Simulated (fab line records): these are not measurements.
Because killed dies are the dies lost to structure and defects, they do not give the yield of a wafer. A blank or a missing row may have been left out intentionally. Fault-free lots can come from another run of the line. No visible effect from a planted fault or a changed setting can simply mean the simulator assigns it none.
Which of the tools did it? || flow n5 finfet || 24 lots with 72 wafers sampled at 5 steps, on a route of 1938 steps

WHAT THE GAUGES READ, wafer by wafer
N5_BEOL_M15_OVL_MEAS_29.
{"lot": "L074", "measured": "day 14 21:17", "on": "overlay-01", "M15_OVL (nm)": "-10 -3 -4"}
{"lot": "L077", "measured": "day 15 11:56", "on": "overlay-02", "M15_OVL (nm)": "-3 -5 3"}
{"lot": "L075", "measured": "day 15 14:32", "on": "overlay-02", "M15_OVL (nm)": "-3 1 -5"}
{"lot": "L076", "measured": "day 15 18:46", "on": "overlay-01", "M15_OVL (nm)": "-8 -14 -10"}
{"lot": "L078", "measured": "day 16 02:02", "on": "overlay-02", "M15_OVL (nm)": "-3 0 -8"}
{"lot": "L080", "measured": "day 16 14:25", "on": "overlay-02", "M15_OVL (nm)": "1 6 5"}
{"lot": "L082", "measured": "day 17 01:27", "on": "overlay-02", "M15_OVL (nm)": "-8 -6 -7"}
{"lot": "L079", "measured": "day 17 04:55", "on": "overlay-02", "M15_OVL (nm)": "-13 -6 -10"}
{"lot": "L086", "measured": "day 17 21:37", "on": "overlay-02", "M15_OVL (nm)": "-12 0 -1"}
{"lot": "L081", "measured": "day 18 01:33", "on": "overlay-01", "M15_OVL (nm)": "-2 -1 -3"}
{"lot": "L083", "measured": "day 18 07:23", "on": "overlay-02", "M15_OVL (nm)": "-14 0 -8"}
{"lot": "L084", "measured": "day 18 08:04", "on": "overlay-01", "M15_OVL (nm)": "7 7 -7"}
{"lot": "L090", "measured": "day 18 19:37", "on": "overlay-02", "M15_OVL (nm)": "-3 -4 -16"}
{"lot": "L085", "measured": "day 18 21:52", "on": "overlay-02", "M15_OVL (nm)": "-7 -11 -6"}
{"lot": "L089", "measured": "day 19 17:28", "on": "overlay-02", "M15_OVL (nm)": "-1 -1 -8"}
{"lot": "L087", "measured": "day 19 17:37", "on": "overlay-02", "M15_OVL (nm)": "-5 -14 0"}
{"lot": "L088", "measured": "day 19 19:42", "on": "overlay-02", "M15_OVL (nm)": "-3 -11 -14"}
{"lot": "L091", "measured": "day 19 20:29", "on": "overlay-02", "M15_OVL (nm)": "-6 0 -12"}
{"lot": "L096", "measured": "day 20 05:25", "on": "overlay-02", "M15_OVL (nm)": "-11 -5 -9"}
{"lot": "L092", "measured": "day 20 09:47", "on": "overlay-02", "M15_OVL (nm)": "-5 -14 -14"}
{"lot": "L094", "measured": "day 20 10:17", "on": "overlay-02", "M15_OVL (nm)": "-12 -16 -10"}
{"lot": "L093", "measured": "day 20 16:33", "on": "overlay-02", "M15_OVL (nm)": "6 -5 -4"}
{"lot": "L095", "measured": "day 20 17:24", "on": "overlay-02", "M15_OVL (nm)": "-7 -4 -3"}
{"lot": "L097", "measured": "day 21 05:03", "on": "overlay-02", "M15_OVL (nm)": "-9 -11 -11"}

N5_BEOL_M15_INSPECT_30: inspects for defects (macro).
{"lot": "L074", "measured": "day 14 21:19", "on": "defect inspect-01", "raw defect count": "2 2 3"}
{"lot": "L077", "measured": "day 15 11:58", "on": "defect inspect-01", "raw defect count": "3 4 3"}
{"lot": "L075", "measured": "day 15 14:33", "on": "defect inspect-02", "raw defect count": "2 4 1"}
{"lot": "L076", "measured": "day 15 18:47", "on": "defect inspect-02", "raw defect count": "2 1 1"}
{"lot": "L078", "measured": "day 16 02:04", "on": "defect inspect-01", "raw defect count": "4 3 5"}
{"lot": "L080", "measured": "day 16 14:26", "on": "defect inspect-02", "raw defect count": "1 1 2"}
{"lot": "L082", "measured": "day 17 01:29", "on": "defect inspect-02", "raw defect count": "4 1 1"}
{"lot": "L079", "measured": "day 17 04:56", "on": "defect inspect-01", "raw defect count": "0 1 2"}
{"lot": "L086", "measured": "day 17 21:38", "on": "defect inspect-01", "raw defect count": "4 3 0"}
{"lot": "L081", "measured": "day 18 01:35", "on": "defect inspect-01", "raw defect count": "3 3 3"}
{"lot": "L083", "measured": "day 18 07:25", "on": "defect inspect-02", "raw defect count": "3 2 0"}
{"lot": "L084", "measured": "day 18 08:05", "on": "defect inspect-01", "raw defect count": "3 2 4"}
{"lot": "L090", "measured": "day 18 19:39", "on": "defect inspect-02", "raw defect count": "2 3 0"}
{"lot": "L085", "measured": "day 18 21:53", "on": "defect inspect-02", "raw defect count": "1 2 2"}
{"lot": "L089", "measured": "day 19 17:29", "on": "defect inspect-01", "raw defect count": "2 0 1"}
{"lot": "L087", "measured": "day 19 17:38", "on": "defect inspect-01", "raw defect count": "1 2 1"}
{"lot": "L088", "measured": "day 19 19:44", "on": "defect inspect-02", "raw defect count": "2 5 4"}
{"lot": "L091", "measured": "day 19 20:31", "on": "defect inspect-01", "raw defect count": "0 3 1"}
{"lot": "L096", "measured": "day 20 05:26", "on": "defect inspect-01", "raw defect count": "0 2 4"}
{"lot": "L092", "measured": "day 20 09:49", "on": "defect inspect-02", "raw defect count": "3 3 2"}
{"lot": "L094", "measured": "day 20 10:18", "on": "defect inspect-01", "raw defect count": "0 1 1"}
{"lot": "L093", "measured": "day 20 16:34", "on": "defect inspect-01", "raw defect count": "2 1 3"}
{"lot": "L095", "measured": "day 20 17:25", "on": "defect inspect-01", "raw defect count": "0 3 1"}
{"lot": "L097", "measured": "day 21 05:04", "on": "defect inspect-02", "raw defect count": "0 1 3"}

N5_MIM_TOP_LITHO_CD_MEAS_08 targets a cd of 2000 nm.
{"lot": "L074", "measured": "day 15 10:20", "on": "cd sem-02", "cd nm (nm)": "2002.5 2000.8 1999.4"}
{"lot": "L077", "measured": "day 15 18:44", "on": "cd sem-02", "cd nm (nm)": "1999.9 2002.3 2003.0"}
{"lot": "L075", "measured": "day 15 23:09", "on": "cd sem-03", "cd nm (nm)": "1999.0 2000.5 1997.2"}
{"lot": "L076", "measured": "day 15 23:28", "on": "cd sem-03", "cd nm (nm)": "2003.7 1998.9 2004.2"}
{"lot": "L078", "measured": "day 16 06:11", "on": "cd sem-02", "cd nm (nm)": "2000.7 2003.8 2002.9"}
{"lot": "L080", "measured": "day 16 22:44", "on": "cd sem-03", "cd nm (nm)": "2002.4 1998.9 1997.0"}
{"lot": "L082", "measured": "day 17 10:00", "on": "cd sem-03", "cd nm (nm)": "2003.2 2004.9 2005.7"}
{"lot": "L079", "measured": "day 17 15:27", "on": "cd sem-02", "cd nm (nm)": "2000.8 2001.7 2001.5"}
{"lot": "L086", "measured": "day 18 03:31", "on": "cd sem-02", "cd nm (nm)": "1999.5 2001.3 2001.1"}
{"lot": "L081", "measured": "day 18 09:56", "on": "cd sem-02", "cd nm (nm)": "1999.0 2003.0 2000.6"}
{"lot": "L083", "measured": "day 18 17:14", "on": "cd sem-01", "cd nm (nm)": "2002.9 2002.6 2003.9"}
{"lot": "L084", "measured": "day 18 17:49", "on": "cd sem-02", "cd nm (nm)": "2000.4 2001.3 2000.5"}
{"lot": "L090", "measured": "day 19 03:15", "on": "cd sem-02", "cd nm (nm)": "2001.6 2004.2 2002.3"}
{"lot": "L085", "measured": "day 19 08:03", "on": "cd sem-02", "cd nm (nm)": "2001.7 1999.9 2002.3"}
{"lot": "L089", "measured": "day 20 01:16", "on": "cd sem-02", "cd nm (nm)": "2000.2 2001.0 2000.3"}
{"lot": "L087", "measured": "day 20 01:43", "on": "cd sem-02", "cd nm (nm)": "2000.9 1997.5 1999.0"}
{"lot": "L088", "measured": "day 20 03:04", "on": "cd sem-02", "cd nm (nm)": "1998.8 2000.4 1997.8"}
{"lot": "L091", "measured": "day 20 05:32", "on": "cd sem-02", "cd nm (nm)": "2002.6 2002.2 2001.7"}
{"lot": "L096", "measured": "day 20 12:53", "on": "cd sem-02", "cd nm (nm)": "2006.1 2004.5 2002.4"}
{"lot": "L092", "measured": "day 20 23:31", "on": "cd sem-01", "cd nm (nm)": "2002.4 2003.1 2002.4"}
{"lot": "L094", "measured": "day 21 04:43", "on": "cd sem-01", "cd nm (nm)": "1999.7 1999.3 2000.1"}
{"lot": "L093", "measured": "day 21 04:55", "on": "cd sem-01", "cd nm (nm)": "2001.9 2000.2 2002.3"}
{"lot": "L095", "measured": "day 21 05:24", "on": "cd sem-03", "cd nm (nm)": "2003.1 2002.2 1999.7"}
{"lot": "L097", "measured": "day 21 15:07", "on": "cd sem-02", "cd nm (nm)": "2003.8 2001.7 2001.5"}

WHICH TOOL RAN EACH LOT (tool, then ch and the chambers of the sampled wafers, then the start)
{"lot": "L074", "N5_BEOL_M15_DESCUM_33": "rie diel-06 ch 0,1,3, day 14 21:52", "N5_BEOL_M15_SPUTTER_43": "pvd sputter-01, day 15 05:28"}
{"lot": "L077", "N5_BEOL_M15_DESCUM_33": "rie diel-06 ch 1,2, day 15 12:00", "N5_BEOL_M15_SPUTTER_43": "pvd sputter-01, day 15 13:23"}
{"lot": "L075", "N5_BEOL_M15_DESCUM_33": "rie diel-06 ch 0,2,3, day 15 14:47", "N5_BEOL_M15_SPUTTER_43": "pvd sputter-01, day 15 18:24"}
{"lot": "L076", "N5_BEOL_M15_DESCUM_33": "rie diel-05 ch 0,3, day 15 18:55", "N5_BEOL_M15_SPUTTER_43": "pvd sputter-02, day 15 19:40"}
{"lot": "L078", "N5_BEOL_M15_DESCUM_33": "rie diel-02 ch 0,1,2, day 16 02:06", "N5_BEOL_M15_SPUTTER_43": "pvd sputter-01, day 16 02:50"}
{"lot": "L080", "N5_BEOL_M15_DESCUM_33": "rie diel-02 ch 0,1,3, day 16 14:29", "N5_BEOL_M15_SPUTTER_43": "pvd sputter-01, day 16 17:49"}
{"lot": "L082", "N5_BEOL_M15_DESCUM_33": "rie diel-05 ch 1,2,3, day 17 01:32", "N5_BEOL_M15_SPUTTER_43": "pvd sputter-02, day 17 05:47"}
{"lot": "L079", "N5_BEOL_M15_DESCUM_33": "rie diel-06 ch 0,1,2, day 17 05:24", "N5_BEOL_M15_SPUTTER_43": "pvd sputter-02, day 17 08:10"}
{"lot": "L086", "N5_BEOL_M15_DESCUM_33": "rie diel-05 ch 1,2,3, day 17 21:48", "N5_BEOL_M15_SPUTTER_43": "pvd sputter-03, day 17 23:00"}
{"lot": "L081", "N5_BEOL_M15_DESCUM_33": "rie diel-02 ch 1,2, day 18 01:37", "N5_BEOL_M15_SPUTTER_43": "pvd sputter-03, day 18 02:26"}
{"lot": "L083", "N5_BEOL_M15_DESCUM_33": "rie diel-06 ch 2,3, day 18 07:31", "N5_BEOL_M15_SPUTTER_43": "pvd sputter-01, day 18 10:34"}
{"lot": "L084", "N5_BEOL_M15_DESCUM_33": "rie diel-02 ch 0,3, day 18 08:07", "N5_BEOL_M15_SPUTTER_43": "pvd sputter-03, day 18 10:44"}
{"lot": "L090", "N5_BEOL_M15_DESCUM_33": "rie diel-02 ch 0,1,3, day 18 19:41", "N5_BEOL_M15_SPUTTER_43": "pvd sputter-01, day 18 20:51"}
{"lot": "L085", "N5_BEOL_M15_DESCUM_33": "rie diel-05 ch 1,2,3, day 18 21:55", "N5_BEOL_M15_SPUTTER_43": "pvd sputter-03, day 19 02:20"}
{"lot": "L089", "N5_BEOL_M15_DESCUM_33": "rie diel-06 ch 0,1,3, day 19 17:53", "N5_BEOL_M15_SPUTTER_43": "pvd sputter-01, day 19 19:31"}
{"lot": "L087", "N5_BEOL_M15_DESCUM_33": "rie diel-06 ch 0,2, day 19 18:07", "N5_BEOL_M15_SPUTTER_43": "pvd sputter-02, day 19 20:05"}
{"lot": "L088", "N5_BEOL_M15_DESCUM_33": "rie diel-02 ch 0,2,3, day 19 20:45", "N5_BEOL_M15_SPUTTER_43": "pvd sputter-01, day 19 22:53"}
{"lot": "L091", "N5_BEOL_M15_DESCUM_33": "rie diel-06 ch 1,2,3, day 19 21:08", "N5_BEOL_M15_SPUTTER_43": "pvd sputter-02, day 19 22:55"}
{"lot": "L096", "N5_BEOL_M15_DESCUM_33": "rie diel-05 ch 1,2,3, day 20 05:29", "N5_BEOL_M15_SPUTTER_43": "pvd sputter-03, day 20 06:43"}
{"lot": "L092", "N5_BEOL_M15_DESCUM_33": "rie diel-06 ch 0,2, day 20 09:52", "N5_BEOL_M15_SPUTTER_43": "pvd sputter-02, day 20 18:37"}
{"lot": "L094", "N5_BEOL_M15_DESCUM_33": "rie diel-05 ch 1,2, day 20 10:25", "N5_BEOL_M15_SPUTTER_43": "pvd sputter-03, day 20 22:23"}
{"lot": "L093", "N5_BEOL_M15_DESCUM_33": "rie diel-05 ch 1,2, day 20 16:37", "N5_BEOL_M15_SPUTTER_43": "pvd sputter-02, day 20 22:35"}
{"lot": "L095", "N5_BEOL_M15_DESCUM_33": "rie diel-06 ch 0,1,3, day 20 17:29", "N5_BEOL_M15_SPUTTER_43": "pvd sputter-02, day 20 23:02"}
{"lot": "L097", "N5_BEOL_M15_DESCUM_33": "rie diel-02 ch 2,3, day 21 05:35", "N5_BEOL_M15_SPUTTER_43": "pvd sputter-02, day 21 09:55"}
- N5_BEOL_M15_DESCUM_33: chemistry O2, time 7.9 s.
- N5_BEOL_M15_SPUTTER_43: material TaN, target thk 15 nm, time 24.19 s.

AS READ BY THE TOOLS THEMSELVES (means over the sampled wafers that have a number; for cases with no such wafer, the mark the record gives instead)
N5_BEOL_M15_DESCUM_33.
{"lot": "L074", "tool": "rie diel-06", "drypump motor current A (A)": 5.8, "oes product au (a.u.)": 0.79, "rf vpp V (V)": 242.9, "showerhead plenum p Torr (Torr)": 2.12, "throttle valve pct (%)": 20.36}
{"lot": "L077", "tool": "rie diel-06", "drypump motor current A (A)": 5.6, "oes product au (a.u.)": 0.82, "rf vpp V (V)": 244.1, "showerhead plenum p Torr (Torr)": 2.14, "throttle valve pct (%)": 20.14}
{"lot": "L075", "tool": "rie diel-06", "drypump motor current A (A)": 5.8, "oes product au (a.u.)": 0.85, "rf vpp V (V)": 242.9, "showerhead plenum p Torr (Torr)": 2.07, "throttle valve pct (%)": 20.22}
{"lot": "L076", "tool": "rie diel-05", "drypump motor current A (A)": 5.3, "oes product au (a.u.)": 0.69, "rf vpp V (V)": 241.2, "showerhead plenum p Torr (Torr)": 1.98, "throttle valve pct (%)": 20.58}
{"lot": "L078", "tool": "rie diel-02", "drypump motor current A (A)": 5.4, "oes product au (a.u.)": 0.86, "rf vpp V (V)": 243.8, "showerhead plenum p Torr (Torr)": 2.20, "throttle valve pct (%)": 20.50}
{"lot": "L080", "tool": "rie diel-02", "drypump motor current A (A)": 5.6, "oes product au (a.u.)": 0.81, "rf vpp V (V)": 243.9, "showerhead plenum p Torr (Torr)": 2.15, "throttle valve pct (%)": 20.65}
{"lot": "L082", "tool": "rie diel-05", "drypump motor current A (A)": 5.8, "oes product au (a.u.)": 0.79, "rf vpp V (V)": 242.7, "showerhead plenum p Torr (Torr)": 2.08, "throttle valve pct (%)": 20.24}
{"lot": "L079", "tool": "rie diel-06", "drypump motor current A (A)": 5.6, "oes product au (a.u.)": 0.80, "rf vpp V (V)": 243.4, "showerhead plenum p Torr (Torr)": 2.09, "throttle valve pct (%)": 20.21}
{"lot": "L086", "tool": "rie diel-05", "drypump motor current A (A)": 5.8, "oes product au (a.u.)": 0.77, "rf vpp V (V)": 244.1, "showerhead plenum p Torr (Torr)": 2.08, "throttle valve pct (%)": 20.26}
{"lot": "L081", "tool": "rie diel-02", "drypump motor current A (A)": 5.9, "oes product au (a.u.)": 0.81, "rf vpp V (V)": 243.4, "showerhead plenum p Torr (Torr)": 2.19, "throttle valve pct (%)": 20.45}
{"lot": "L083", "tool": "rie diel-06", "drypump motor current A (A)": 5.9, "oes product au (a.u.)": 0.86, "rf vpp V (V)": 243.3, "showerhead plenum p Torr (Torr)": 2.08, "throttle valve pct (%)": 20.21}
{"lot": "L084", "tool": "rie diel-02", "drypump motor current A (A)": 5.4, "oes product au (a.u.)": 0.81, "rf vpp V (V)": 243.0, "showerhead plenum p Torr (Torr)": 2.07, "throttle valve pct (%)": 20.72}
{"lot": "L090", "tool": "rie diel-02", "drypump motor current A (A)": 5.6, "oes product au (a.u.)": 0.81, "rf vpp V (V)": 243.6, "showerhead plenum p Torr (Torr)": 2.14, "throttle valve pct (%)": 20.68}
{"lot": "L085", "tool": "rie diel-05", "drypump motor current A (A)": 5.8, "oes product au (a.u.)": 0.76, "rf vpp V (V)": 244.6, "showerhead plenum p Torr (Torr)": 2.08, "throttle valve pct (%)": 20.28}
{"lot": "L089", "tool": "rie diel-06", "drypump motor current A (A)": 5.8, "oes product au (a.u.)": 0.76, "rf vpp V (V)": 243.3, "showerhead plenum p Torr (Torr)": 2.11, "throttle valve pct (%)": 20.41}
{"lot": "L087", "tool": "rie diel-06", "drypump motor current A (A)": 5.7, "oes product au (a.u.)": 0.78, "rf vpp V (V)": 242.8, "showerhead plenum p Torr (Torr)": 2.04, "throttle valve pct (%)": 20.31}
{"lot": "L088", "tool": "rie diel-02", "drypump motor current A (A)": 5.2, "oes product au (a.u.)": 0.84, "rf vpp V (V)": 244.2, "showerhead plenum p Torr (Torr)": 2.12, "throttle valve pct (%)": 20.58}
{"lot": "L091", "tool": "rie diel-06", "drypump motor current A (A)": 5.8, "oes product au (a.u.)": 0.81, "rf vpp V (V)": 243.6, "showerhead plenum p Torr (Torr)": 2.10, "throttle valve pct (%)": 20.20}
{"lot": "L096", "tool": "rie diel-05", "drypump motor current A (A)": 5.8, "oes product au (a.u.)": 0.75, "rf vpp V (V)": 243.7, "showerhead plenum p Torr (Torr)": 2.07, "throttle valve pct (%)": 20.28}
{"lot": "L092", "tool": "rie diel-06", "drypump motor current A (A)": 5.6, "oes product au (a.u.)": 0.83, "rf vpp V (V)": 242.1, "showerhead plenum p Torr (Torr)": 2.03, "throttle valve pct (%)": 20.10}
{"lot": "L094", "tool": "rie diel-05", "drypump motor current A (A)": 5.9, "oes product au (a.u.)": 0.76, "rf vpp V (V)": 244.3, "showerhead plenum p Torr (Torr)": 2.14, "throttle valve pct (%)": 20.31}
{"lot": "L093", "tool": "rie diel-05", "drypump motor current A (A)": 5.7, "oes product au (a.u.)": 0.80, "rf vpp V (V)": 244.0, "showerhead plenum p Torr (Torr)": 2.12, "throttle valve pct (%)": 20.22}
{"lot": "L095", "tool": "rie diel-06", "drypump motor current A (A)": 5.8, "oes product au (a.u.)": 0.76, "rf vpp V (V)": 243.6, "showerhead plenum p Torr (Torr)": 2.11, "throttle valve pct (%)": 20.43}
{"lot": "L097", "tool": "rie diel-02", "drypump motor current A (A)": 5.2, "oes product au (a.u.)": 0.82, "rf vpp V (V)": 242.4, "showerhead plenum p Torr (Torr)": 2.08, "throttle valve pct (%)": 20.44}

N5_BEOL_M15_SPUTTER_43.
{"lot": "L074", "tool": "pvd sputter-01", "chamber pressure pa (Pa)": 0.12005, "throttle valve pct (%)": 30.0}
{"lot": "L077", "tool": "pvd sputter-01", "chamber pressure pa (Pa)": 0.11995, "throttle valve pct (%)": 29.7}
{"lot": "L075", "tool": "pvd sputter-01", "chamber pressure pa (Pa)": 0.12006, "throttle valve pct (%)": 30.0}
{"lot": "L076", "tool": "pvd sputter-02", "chamber pressure pa (Pa)": 0.11997, "throttle valve pct (%)": 30.1}
{"lot": "L078", "tool": "pvd sputter-01", "chamber pressure pa (Pa)": 0.11994, "throttle valve pct (%)": 29.9}
{"lot": "L080", "tool": "pvd sputter-01", "chamber pressure pa (Pa)": 0.11999, "throttle valve pct (%)": 29.6}
{"lot": "L082", "tool": "pvd sputter-02", "chamber pressure pa (Pa)": 0.11994, "throttle valve pct (%)": 29.6}
{"lot": "L079", "tool": "pvd sputter-02", "chamber pressure pa (Pa)": 0.11976, "throttle valve pct (%)": 30.0}
{"lot": "L086", "tool": "pvd sputter-03", "chamber pressure pa (Pa)": 0.11988, "throttle valve pct (%)": 30.1}
{"lot": "L081", "tool": "pvd sputter-03", "chamber pressure pa (Pa)": 0.11988, "throttle valve pct (%)": 29.0}
{"lot": "L083", "tool": "pvd sputter-01", "chamber pressure pa (Pa)": 0.12007, "throttle valve pct (%)": 30.6}
{"lot": "L084", "tool": "pvd sputter-03", "chamber pressure pa (Pa)": 0.12014, "throttle valve pct (%)": 30.0}
{"lot": "L090", "tool": "pvd sputter-01", "chamber pressure pa (Pa)": 0.12010, "throttle valve pct (%)": 29.4}
{"lot": "L085", "tool": "pvd sputter-03", "chamber pressure pa (Pa)": 0.12001, "throttle valve pct (%)": 29.5}
{"lot": "L089", "tool": "pvd sputter-01", "chamber pressure pa (Pa)": 0.11977, "throttle valve pct (%)": 29.9}
{"lot": "L087", "tool": "pvd sputter-02", "chamber pressure pa (Pa)": 0.11993, "throttle valve pct (%)": 30.3}
{"lot": "L088", "tool": "pvd sputter-01", "chamber pressure pa (Pa)": 0.11989, "throttle valve pct (%)": 30.6}
{"lot": "L091", "tool": "pvd sputter-02", "chamber pressure pa (Pa)": 0.12009, "throttle valve pct (%)": 29.5}
{"lot": "L096", "tool": "pvd sputter-03", "chamber pressure pa (Pa)": 0.11983, "throttle valve pct (%)": 30.1}
{"lot": "L092", "tool": "pvd sputter-02", "chamber pressure pa (Pa)": 0.11985, "throttle valve pct (%)": 29.8}
{"lot": "L094", "tool": "pvd sputter-03", "chamber pressure pa (Pa)": 0.11984, "throttle valve pct (%)": 30.1}
{"lot": "L093", "tool": "pvd sputter-02", "chamber pressure pa (Pa)": 0.11983, "throttle valve pct (%)": 30.0}
{"lot": "L095", "tool": "pvd sputter-02", "chamber pressure pa (Pa)": 0.12006, "throttle valve pct (%)": 30.1}
{"lot": "L097", "tool": "pvd sputter-02", "chamber pressure pa (Pa)": 0.11993, "throttle valve pct (%)": 29.9}

THE ANSWER, worked out from the rows above alone
Rule: what is usual is taken from the lots themselves. The widest of any qualifying gaps counts: lots, ordered by their means at a reading, are off when they make up no more than a third of the lots, leave a main group of 4 or more, and stand apart from it by 3 or more times the standard deviation of that group's means. The tables above print the reading to a certain number of digits; a main group whose means all agree to those digits is not used. Also off: a lot with no number at a reading for which 4 or more lots have one. All remaining lots with rows at the step are treated as sound. Order of review: gauges by route order, followed by the tools' own readings, for which a lot's mean as printed above is used. At the first step where some lot is off, the reading lying furthest off is the one used; lots without a number count as furthest.
Nothing can be told from this: no lot is off at any reading shown.

WHAT WAS PUT IN BY THE SIMULATOR
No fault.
